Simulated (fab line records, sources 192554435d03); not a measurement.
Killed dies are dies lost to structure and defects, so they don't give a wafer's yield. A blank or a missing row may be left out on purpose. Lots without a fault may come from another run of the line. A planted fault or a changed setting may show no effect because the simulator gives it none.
Which tool did it? | flow n5_finfet | 11 lots, 33 wafers sampled, at 2 steps of a route of 1938

WHAT THE GAUGES READ, wafer by wafer
N5_PASSIVATION_CD_MEAS_30: target cd 4000 nm. Usual: cd_nm 4000.2 nm, standard deviation 1.5.
lot  | measured     | on        | cd_nm (nm)           | flag
L468 | day 12 14:26 | cd_sem-03 | 4001.3 4000.8 4001.9 |
L469 | day 12 14:52 | cd_sem-03 | 4001.0 4001.7 4002.1 |
L470 | day 12 19:52 | cd_sem-03 | 4003.2 4002.0 4002.3 |
L473 | day 13 18:38 | cd_sem-03 | 3997.7 3998.0 3999.4 |
L474 | day 13 20:34 | cd_sem-01 | 4000.1 3999.8 3999.5 |
L477 | day 13 17:32 | cd_sem-03 | 3998.1 4001.6 3999.8 |
L475 | day 14 03:22 | cd_sem-01 | 3998.8 4000.4 3997.8 |
L485 | day 16 09:04 | cd_sem-02 | 3999.1 3999.8 4000.6 |
L488 | day 16 14:29 | cd_sem-02 | 3999.9 4001.8 4001.7 |
L486 | day 16 17:38 | cd_sem-01 | 3999.8 4000.8 4001.7 |
L490 | day 17 22:44 | cd_sem-03 | 3997.9 3997.3 3999.0 |

WHICH TOOL RAN EACH LOT (tool, then ch and the chambers of the sampled wafers, then the start)
lot  | N5_BEOL_M9_PECVD_70
L468 | pecvd-04 ch 1,2, day 10 04:24
L469 | pecvd-01 ch 0,1,2, day 10 10:31
L470 | pecvd-04 ch 0,1,2, day 10 14:40
L473 | pecvd-03 ch 0,1, day 11 09:31
L474 | pecvd-04 ch 0,1,2, day 11 14:34
L477 | pecvd-04 ch 0,1, day 11 15:17
L475 | pecvd-04 ch 0,1,2, day 11 22:17
L485 | pecvd-03 ch 0,1,2, day 14 04:08
L488 | pecvd-01 ch 0,1,2, day 14 08:37
L486 | pecvd-03 ch 0,2, day 14 14:37
L490 | pecvd-04 ch 0,1,2, day 15 06:08
- N5_BEOL_M9_PECVD_70: deposits SiO2 from TEOS/O2, target thk 20 nm, time 22.7 s.

WHAT THE TOOLS THEMSELVES READ (means of the sampled wafers that have a number; where no wafer has one, the mark that the record gives instead)
N5_BEOL_M9_PECVD_70. Usual: heater_power_w 705 W, standard deviation 95; rf_fwd_power_W 445.1 W, standard deviation 1.9; showerhead_plenum_p_Torr 8.76 Torr, standard deviation 0.063; throttle_valve_pct 21.9 %, standard deviation 0.99.
lot  | tool     | heater_power_w (W) | rf_fwd_power_W (W) | showerhead_plenum_p_Torr (Torr) | throttle_valve_pct (%) | flag
L468 | pecvd-04 | 815                | 447.1              | 8.75                            | 21.1                   |
L469 | pecvd-01 | 666                | 445.3              | 8.79                            | 22.1                   |
L470 | pecvd-04 | 752                | 445.0              | 8.74                            | 21.3                   |
L473 | pecvd-03 | 688                | 446.5              | 8.81                            | 24.0                   |
L474 | pecvd-04 | 709                | 444.0              | 8.73                            | 21.3                   |
L477 | pecvd-04 | 705                | 445.2              | 8.74                            | 21.3                   |
L475 | pecvd-04 | 762                | 444.7              | 8.75                            | 21.2                   |
L485 | pecvd-03 | 776                | 445.9              | 8.79                            | 22.9                   |
L488 | pecvd-01 | 636                | 445.2              | 8.78                            | 22.2                   |
L486 | pecvd-03 | 761                | 446.0              | 8.78                            | 22.3                   |
L490 | pecvd-04 | 757                | 445.8              | 8.73                            | 21.4                   |

THE ANSWER, worked out from the rows above alone
Rule: a lot is off if the mean of its wafers that have a number lies more than 3 standard deviations from the usual mean. A lot without any number at a reading at which 4 lots or more have one is off too. The other lots that the step has rows for count as sound. The gauges are gone through in route order, then the tools' own readings, and for those a lot's mean is taken as printed above. The first step at which some lot is off is used, and at that step the reading that is off furthest; a lot without a number counts as furthest.
No lot is off at any reading shown: from this, nothing can be told.

WHAT THE SIMULATOR HAD PUT IN
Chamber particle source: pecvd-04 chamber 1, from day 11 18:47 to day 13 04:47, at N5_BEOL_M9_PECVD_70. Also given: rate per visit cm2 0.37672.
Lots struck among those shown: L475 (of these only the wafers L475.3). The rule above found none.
